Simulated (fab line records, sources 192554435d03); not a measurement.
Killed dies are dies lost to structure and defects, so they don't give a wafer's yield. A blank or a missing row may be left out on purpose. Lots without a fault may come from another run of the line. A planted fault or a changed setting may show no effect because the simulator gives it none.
Which tool did it? | flow n5_finfet | 24 lots, 72 wafers sampled, at 6 steps of a route of 1938

WHAT THE GAUGES READ, wafer by wafer
N5_BEOL_M13_OVL_MEAS_11.
lot  | measured     | on         | V12_OVL (nm)
L075 | day 12 00:23 | overlay-02 | 2 11 9
L074 | day 12 00:43 | overlay-02 | -4 3 7
L076 | day 12 01:34 | overlay-02 | 2 -1 -1
L078 | day 12 20:55 | overlay-01 | -2 3 -1
L077 | day 13 02:34 | overlay-02 | -9 1 -1
L079 | day 13 18:41 | overlay-01 | 14 7 8
L080 | day 14 00:16 | overlay-01 | 5 3 -5
L081 | day 14 02:47 | overlay-02 | -9 -1 3
L082 | day 14 09:50 | overlay-01 | 5 5 3
L083 | day 15 11:29 | overlay-02 | 7 1 4
L084 | day 16 04:53 | overlay-01 | -4 -4 -9
L085 | day 16 05:32 | overlay-01 | -2 4 5
L088 | day 16 06:13 | overlay-02 | 6 9 -2
L086 | day 16 13:39 | overlay-02 | -7 -5 -4
L087 | day 16 18:01 | overlay-01 | 4 -10 1
L089 | day 16 21:06 | overlay-01 | 1 9 -3
L092 | day 16 23:58 | overlay-01 | -7 -4 -1
L090 | day 17 03:21 | overlay-01 | -2 -3 4
L091 | day 17 07:08 | overlay-02 | 0 -4 1
L094 | day 17 12:32 | overlay-01 | -4 -12 -12
L093 | day 17 12:49 | overlay-01 | 7 12 -2
L096 | day 18 04:55 | overlay-01 | 1 4 -8
L095 | day 18 07:28 | overlay-01 | 7 -4 -3
L097 | day 19 04:58 | overlay-02 | -6 2 3

N5_BEOL_M14_CD_MEAS_28: target cd 284.4 nm.
lot  | measured     | on        | cd_nm (nm)
L075 | day 12 07:22 | cd_sem-03 | 289.3 287.6 285.5
L074 | day 12 06:38 | cd_sem-01 | 285.7 286.8 284.4
L076 | day 12 06:56 | cd_sem-03 | 283.8 283.5 280.2
L078 | day 13 03:28 | cd_sem-02 | 288.4 288.8 286.3
L077 | day 13 09:08 | cd_sem-03 | 284.2 284.3 287.7
L079 | day 14 00:58 | cd_sem-03 | 286.9 286.2 287.6
L080 | day 14 08:19 | cd_sem-03 | 285.6 284.7 283.1
L081 | day 14 09:09 | cd_sem-01 | 289.5 286.7 287.5
L082 | day 14 18:56 | cd_sem-02 | 286.1 286.9 288.3
L083 | day 15 18:01 | cd_sem-03 | 285.9 284.4 285.0
L084 | day 16 11:08 | cd_sem-02 | 283.0 282.4 281.7
L085 | day 16 11:49 | cd_sem-03 | 286.8 287.2 286.8
L088 | day 16 12:22 | cd_sem-01 | 287.3 288.1 284.9
L086 | day 16 20:51 | cd_sem-02 | 283.6 285.3 284.9
L087 | day 17 02:39 | cd_sem-03 | 286.7 287.1 286.3
L089 | day 17 04:50 | cd_sem-02 | 284.3 287.6 288.7
L092 | day 17 07:06 | cd_sem-03 | 284.2 284.2 283.0
L090 | day 17 09:16 | cd_sem-02 | 280.2 281.9 284.8
L091 | day 17 16:10 | cd_sem-02 | 285.2 282.8 282.7
L094 | day 17 19:00 | cd_sem-01 | 284.8 286.5 284.8
L093 | day 17 19:25 | cd_sem-01 | 287.6 286.3 287.2
L096 | day 18 12:38 | cd_sem-02 | 289.7 287.6 285.8
L095 | day 18 14:15 | cd_sem-01 | 284.7 284.9 285.2
L097 | day 19 12:55 | cd_sem-03 | 283.6 283.9 285.8

WHICH TOOL RAN EACH LOT (tool, then ch and the chambers of the sampled wafers, then the start)
lot  | N5_BEOL_M12_DEP_53              | N5_BEOL_M13_DESCUM_33              | N5_BEOL_M13_SPUTTER_45       | N5_BEOL_M13_ANNEAL_48
L075 | pecvd-04 ch 1,2, day 11 23:39   | rie_diel-02 ch 1,2,3, day 12 01:44 | pvd_sputter-03, day 12 04:43 | rtp_anneal-02 ch 0, day 12 05:02
L074 | pecvd-01 ch 0,2, day 11 23:59   | rie_diel-03 ch 1,2,3, day 12 01:53 | pvd_sputter-03, day 12 04:04 | rtp_anneal-02 ch 0, day 12 04:24
L076 | pecvd-01 ch 1,2, day 12 00:49   | rie_diel-03 ch 1,2, day 12 02:34   | pvd_sputter-03, day 12 04:23 | rtp_anneal-01 ch 0, day 12 04:46
L078 | pecvd-04 ch 0,2, day 12 20:11   | rie_diel-03 ch 1,2,3, day 12 22:05 | pvd_sputter-02, day 13 00:59 | rtp_anneal-01 ch 0, day 13 01:16
L077 | pecvd-03 ch 1,2, day 13 01:50   | rie_diel-03 ch 0,3, day 13 03:36   | pvd_sputter-01, day 13 06:36 | rtp_anneal-02 ch 0, day 13 06:53
L079 | pecvd-03 ch 0,1,2, day 13 18:05 | rie_diel-03 ch 0,1,3, day 13 19:49 | pvd_sputter-01, day 13 22:25 | rtp_anneal-01 ch 0, day 13 22:42
L080 | pecvd-03 ch 0,1, day 13 23:39   | rie_diel-03 ch 0,1,2, day 14 01:37 | pvd_sputter-03, day 14 05:41 | rtp_anneal-02 ch 0, day 14 05:58
L081 | pecvd-01 ch 0,2, day 14 02:10   | rie_diel-02 ch 0,1,3, day 14 03:47 | pvd_sputter-03, day 14 06:09 | rtp_anneal-02 ch 0, day 14 06:56
L082 | pecvd-01 ch 0,2, day 14 08:59   | rie_diel-03 ch 0,1,3, day 14 10:51 | pvd_sputter-03, day 14 14:58 | rtp_anneal-02 ch 0, day 14 16:46
L083 | pecvd-04 ch 1, day 15 10:52     | rie_diel-03 ch 0,1, day 15 12:38   | pvd_sputter-03, day 15 14:40 | rtp_anneal-01 ch 0, day 15 15:44
L084 | pecvd-03 ch 0,1, day 16 04:16   | rie_diel-02 ch 1,2,3, day 16 05:54 | pvd_sputter-03, day 16 08:38 | rtp_anneal-01 ch 0, day 16 09:01
L085 | pecvd-04 ch 1,2, day 16 04:48   | rie_diel-02 ch 2,3, day 16 06:32   | pvd_sputter-02, day 16 08:44 | rtp_anneal-01 ch 0, day 16 09:39
L088 | pecvd-04 ch 2, day 16 05:36     | rie_diel-02 ch 1,2,3, day 16 07:14 | pvd_sputter-01, day 16 09:05 | rtp_anneal-01 ch 0, day 16 10:06
L086 | pecvd-01 ch 0,2, day 16 13:02   | rie_diel-05 ch 0,1,3, day 16 14:47 | pvd_sputter-01, day 16 18:17 | rtp_anneal-01 ch 0, day 16 18:38
L087 | pecvd-01 ch 0,2, day 16 17:19   | rie_diel-05 ch 0,1,3, day 16 19:53 | pvd_sputter-03, day 16 23:47 | rtp_anneal-02 ch 0, day 17 00:04
L089 | pecvd-03 ch 0,1, day 16 20:28   | rie_diel-05 ch 1,2,3, day 16 22:20 | pvd_sputter-03, day 17 01:48 | rtp_anneal-02 ch 0, day 17 02:20
L092 | pecvd-01 ch 0,1,2, day 16 23:21 | rie_diel-02 ch 0,1,2, day 17 01:17 | pvd_sputter-01, day 17 04:27 | rtp_anneal-02 ch 0, day 17 04:49
L090 | pecvd-03 ch 0,1,2, day 17 02:45 | rie_diel-02 ch 0,1,2, day 17 05:35 | pvd_sputter-02, day 17 06:43 | rtp_anneal-01 ch 0, day 17 07:08
L091 | pecvd-01 ch 0,1, day 17 06:23   | rie_diel-03 ch 2,3, day 17 09:22   | pvd_sputter-03, day 17 13:36 | rtp_anneal-01 ch 0, day 17 13:55
L094 | pecvd-04 ch 0,2, day 17 11:48   | rie_diel-05 ch 0,2, day 17 14:22   | pvd_sputter-02, day 17 16:02 | rtp_anneal-02 ch 0, day 17 16:44
L093 | pecvd-01 ch 0,1, day 17 12:10   | rie_diel-02 ch 0,1,2, day 17 14:28 | pvd_sputter-02, day 17 16:33 | rtp_anneal-02 ch 0, day 17 17:00
L096 | pecvd-04 ch 0,1,2, day 18 04:10 | rie_diel-05 ch 0,2,3, day 18 05:55 | pvd_sputter-02, day 18 09:50 | rtp_anneal-02 ch 0, day 18 10:07
L095 | pecvd-01 ch 0,1, day 18 06:51   | rie_diel-02 ch 0,1,3, day 18 08:35 | pvd_sputter-01, day 18 11:04 | rtp_anneal-01 ch 0, day 18 11:53
L097 | pecvd-04 ch 1,2, day 19 04:09   | rie_diel-02 ch 1,2,3, day 19 05:59 | pvd_sputter-03, day 19 09:46 | rtp_anneal-01 ch 0, day 19 10:25
- N5_BEOL_M12_DEP_53: deposits SiCN from 3MS/NH3, target thk 30 nm, time 10.5 s.
- N5_BEOL_M13_DESCUM_33: chemistry O2, time 7.9 s.
- N5_BEOL_M13_SPUTTER_45: material Cu, target thk 80 nm, time 13.33 s.
- N5_BEOL_M13_ANNEAL_48: time 90 s.

WHAT THE TOOLS THEMSELVES READ (means of the sampled wafers that have a number; where no wafer has one, the mark that the record gives instead)
N5_BEOL_M12_DEP_53.
lot  | tool     | rf_fwd_power_W (W) | showerhead_plenum_p_Torr (Torr) | throttle_valve_pct (%)
L075 | pecvd-04 | 660                | 4.137                           | 19.3
L074 | pecvd-01 | 665                | 4.159                           | 17.7
L076 | pecvd-01 | 661                | 4.156                           | 18.0
L078 | pecvd-04 | 665                | 4.131                           | 17.6
L077 | pecvd-03 | 661                | 4.141                           | 17.4
L079 | pecvd-03 | 660                | 4.143                           | 17.4
L080 | pecvd-03 | 662                | 4.132                           | 17.5
L081 | pecvd-01 | 664                | 4.144                           | 18.3
L082 | pecvd-01 | 666                | 4.154                           | 18.4
L083 | pecvd-04 | 659                | 4.151                           | 20.3
L084 | pecvd-03 | 660                | 4.133                           | 17.5
L085 | pecvd-04 | 659                | 4.144                           | 19.4
L088 | pecvd-04 | 666                | 4.119                           | 17.5
L086 | pecvd-01 | 666                | 4.165                           | 17.8
L087 | pecvd-01 | 665                | 4.163                           | 17.8
L089 | pecvd-03 | 662                | 4.137                           | 17.6
L092 | pecvd-01 | 664                | 4.150                           | 18.2
L090 | pecvd-03 | 661                | 4.147                           | 17.5
L091 | pecvd-01 | 664                | 4.142                           | 18.5
L094 | pecvd-04 | 666                | 4.132                           | 17.8
L093 | pecvd-01 | 665                | 4.137                           | 18.8
L096 | pecvd-04 | 663                | 4.141                           | 18.8
L095 | pecvd-01 | 663                | 4.143                           | 18.7
L097 | pecvd-04 | 664                | 4.128                           | 18.3

N5_BEOL_M13_DESCUM_33.
lot  | tool        | drypump_motor_current_A (A) | oes_product_au (a.u.) | rf_fwd_power_W (W) | rf_vpp_V (V) | showerhead_plenum_p_Torr (Torr) | temp_c (C) | throttle_valve_pct (%)
L075 | rie_diel-02 | 6.0                         | 0.72                  | 49.33              | 242.1        | 2.05                            | 39.95      | 20.46
L074 | rie_diel-03 | 5.7                         | 0.90                  | 49.26              | 243.3        | 2.09                            | 39.99      | 20.00
L076 | rie_diel-03 | 5.9                         | 0.96                  | 49.40              | 244.0        | 2.10                            | 39.97      | 19.91
L078 | rie_diel-03 | 5.8                         | 0.89                  | 49.35              | 243.4        | 2.09                            | 40.06      | 20.00
L077 | rie_diel-03 | 5.1                         | 0.73                  | 49.31              | 244.5        | 2.13                            | 40.02      | 20.36
L079 | rie_diel-03 | 5.5                         | 0.78                  | 49.22              | 243.2        | 2.09                            | 39.97      | 20.18
L080 | rie_diel-03 | 5.7                         | 0.83                  | 49.36              | 243.9        | 2.10                            | 40.08      | 20.09
L081 | rie_diel-02 | 5.8                         | 0.79                  | 49.56              | 242.4        | 2.05                            | 39.99      | 20.29
L082 | rie_diel-03 | 5.5                         | 0.78                  | 49.07              | 243.8        | 2.09                            | 40.07      | 20.18
L083 | rie_diel-03 | 5.9                         | 0.80                  | 49.34              | 242.5        | 2.07                            | 39.99      | 20.13
L084 | rie_diel-02 | 6.0                         | 0.70                  | 49.32              | 241.7        | 2.04                            | 40.07      | 20.50
L085 | rie_diel-02 | 5.9                         | 0.69                  | 49.23              | 242.3        | 2.03                            | 40.01      | 20.46
L088 | rie_diel-02 | 6.0                         | 0.70                  | 49.27              | 243.0        | 2.04                            | 39.85      | 20.51
L086 | rie_diel-05 | 5.3                         | 0.87                  | 49.34              | 243.9        | 2.13                            | 39.98      | 20.27
L087 | rie_diel-05 | 5.3                         | 0.87                  | 49.39              | 243.9        | 2.13                            | 39.94      | 20.26
L089 | rie_diel-05 | 5.3                         | 0.88                  | 49.22              | 244.1        | 2.19                            | 39.95      | 20.23
L092 | rie_diel-02 | 5.7                         | 0.77                  | 49.43              | 243.7        | 2.10                            | 40.06      | 20.27
L090 | rie_diel-02 | 5.7                         | 0.77                  | 49.30              | 243.5        | 2.10                            | 40.00      | 20.29
L091 | rie_diel-03 | 5.5                         | 0.84                  | 49.39              | 242.5        | 2.10                            | 40.06      | 20.05
L094 | rie_diel-05 | 5.6                         | 0.88                  | 49.19              | 243.3        | 2.12                            | 40.04      | 20.47
L093 | rie_diel-02 | 5.6                         | 0.76                  | 49.19              | 243.6        | 2.09                            | 40.10      | 20.29
L096 | rie_diel-05 | 5.4                         | 0.88                  | 49.27              | 243.0        | 2.14                            | 40.03      | 20.34
L095 | rie_diel-02 | 5.8                         | 0.85                  | 49.40              | 243.6        | 2.12                            | 39.94      | 20.21
L097 | rie_diel-02 | 6.0                         | 0.87                  | 49.40              | 243.3        | 2.12                            | 39.96      | 20.28

N5_BEOL_M13_SPUTTER_45.
lot  | tool           | chamber_pressure_pa (Pa) | chuck_sensor_temp_C (C) | throttle_valve_pct (%)
L075 | pvd_sputter-03 | 0.13014                  | -15.8                   | 29.3
L074 | pvd_sputter-03 | 0.12987                  | -16.1                   | 29.8
L076 | pvd_sputter-03 | 0.13014                  | -16.0                   | 29.5
L078 | pvd_sputter-02 | 0.13001                  | -16.8                   | 29.8
L077 | pvd_sputter-01 | 0.13015                  | -15.3                   | 30.6
L079 | pvd_sputter-01 | 0.12993                  | -15.5                   | 29.9
L080 | pvd_sputter-03 | 0.12991                  | -16.0                   | 29.7
L081 | pvd_sputter-03 | 0.12982                  | -16.0                   | 29.4
L082 | pvd_sputter-03 | 0.13034                  | -16.2                   | 30.1
L083 | pvd_sputter-03 | 0.13003                  | -15.8                   | 29.3
L084 | pvd_sputter-03 | 0.13019                  | -16.3                   | 29.9
L085 | pvd_sputter-02 | 0.12996                  | -17.1                   | 30.0
L088 | pvd_sputter-01 | 0.12986                  | -15.5                   | 29.8
L086 | pvd_sputter-01 | 0.13020                  | -15.4                   | 29.8
L087 | pvd_sputter-03 | 0.13004                  | -15.8                   | 29.4
L089 | pvd_sputter-03 | 0.13012                  | -16.2                   | 29.8
L092 | pvd_sputter-01 | 0.13026                  | -15.5                   | 29.3
L090 | pvd_sputter-02 | 0.12998                  | -15.9                   | 29.8
L091 | pvd_sputter-03 | 0.13005                  | -16.0                   | 29.5
L094 | pvd_sputter-02 | 0.13001                  | -16.2                   | 29.6
L093 | pvd_sputter-02 | 0.13016                  | -17.3                   | 30.0
L096 | pvd_sputter-02 | 0.13011                  | -16.5                   | 29.4
L095 | pvd_sputter-01 | 0.13007                  | -15.4                   | 30.4
L097 | pvd_sputter-03 | 0.12988                  | -16.0                   | 29.5

N5_BEOL_M13_ANNEAL_48.
lot  | tool          | wafer_temp_C_max
L075 | rtp_anneal-02 | 226.0
L074 | rtp_anneal-02 | 226.7
L076 | rtp_anneal-01 | 226.2
L078 | rtp_anneal-01 | 226.2
L077 | rtp_anneal-02 | 226.4
L079 | rtp_anneal-01 | 226.1
L080 | rtp_anneal-02 | 226.2
L081 | rtp_anneal-02 | 226.5
L082 | rtp_anneal-02 | 226.4
L083 | rtp_anneal-01 | 226.2
L084 | rtp_anneal-01 | 226.1
L085 | rtp_anneal-01 | 225.8
L088 | rtp_anneal-01 | 226.1
L086 | rtp_anneal-01 | 226.4
L087 | rtp_anneal-02 | 226.9
L089 | rtp_anneal-02 | 226.4
L092 | rtp_anneal-02 | 226.4
L090 | rtp_anneal-01 | 226.0
L091 | rtp_anneal-01 | 226.1
L094 | rtp_anneal-02 | 226.3
L093 | rtp_anneal-02 | 226.3
L096 | rtp_anneal-02 | 226.4
L095 | rtp_anneal-01 | 225.8
L097 | rtp_anneal-01 | 226.1

THE ANSWER, worked out from the rows above alone
Rule: what is usual is taken from the lots themselves. Put in order of their means at a reading, lots are off if they are a third of the lots or fewer, leave a main group of 4 or more, and stand apart from it by a gap of 3 or more times the standard deviation of the main group's means; of several such gaps the widest counts. A main group whose means are all the same, to the digits that the tables above print for the reading, isn't used. A lot without any number at a reading at which 4 lots or more have one is off too. The other lots that the step has rows for count as sound. The gauges are gone through in route order, then the tools' own readings, and for those a lot's mean is taken as printed above. The first step at which some lot is off is used, and at that step the reading that is off furthest; a lot without a number counts as furthest.
No lot is off at any reading shown: from this, nothing can be told.

WHAT THE SIMULATOR HAD PUT IN
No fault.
